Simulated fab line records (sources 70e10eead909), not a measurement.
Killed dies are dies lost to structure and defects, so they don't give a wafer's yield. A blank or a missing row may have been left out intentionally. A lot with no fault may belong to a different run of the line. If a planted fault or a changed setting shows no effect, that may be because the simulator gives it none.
Matching of chambers || flow nandHarc || aldHk-04 running NHARC_A_WL_FILL_ALD_00: 4 sister chambers
The step deposits Al2O3, target thk 3 nm, pulse time 3 s, ald cycles 30. 4 wafers are shown with their chamber, then 7 later ones without.

## WAFERS PAIRED WITH THEIR CHAMBERS
{"wafer": "L083.1", "chamber": 2, "heaterPowerW (W)": 415}
{"wafer": "L085.3", "chamber": 0, "heaterPowerW (W)": 405}
{"wafer": "L090.3", "chamber": 1, "heaterPowerW (W)": 567}
{"wafer": "L090.5", "chamber": 3, "heaterPowerW (W)": 584}

## WAFERS WITHOUT THEIR CHAMBER
{"wafer": "L090.6", "heaterPowerW (W)": 420}
{"wafer": "L097.1", "heaterPowerW (W)": 567}
{"wafer": "L097.3", "heaterPowerW (W)": 564}
{"wafer": "L097.6", "heaterPowerW (W)": 562}
{"wafer": "L096.1", "heaterPowerW (W)": 580}
{"wafer": "L096.2", "heaterPowerW (W)": 414}
{"wafer": "L096.4", "heaterPowerW (W)": 552}

## WHICH CHAMBER EACH ONE RAN IN
{"wafer": "L090.6", "from the rows above": "can't be placed: 2 or 0", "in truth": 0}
{"wafer": "L097.1", "from the rows above": 1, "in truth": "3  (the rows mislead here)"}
{"wafer": "L097.3", "from the rows above": 1, "in truth": 1}
{"wafer": "L097.6", "from the rows above": 1, "in truth": 1}
{"wafer": "L096.1", "from the rows above": "can't be placed: 3 or 1", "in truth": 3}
{"wafer": "L096.2", "from the rows above": "can't be placed: 2 or 0", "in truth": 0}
{"wafer": "L096.4", "from the rows above": 1, "in truth": 1}
Correct placement for 3 of the 7. These rows do not allow placing 3 (true chamber among the candidates in 3). Wrongly placed: 1.
How it was worked out, from the rows above alone: a wafer's distance from a chamber is the root of the sum, over the readings, of the square of ((its reading less the chamber's mean) divided by the reading's scatter). The wafer belongs to the nearest chamber; if the next one is less than 2 further off, it can't be placed. For every chamber, the mean is computed from those of its wafers that are shown. The scatter: with one shown wafer a chamber, the root of the mean of the squares of how far each hidden wafer lies from its nearest shown one.
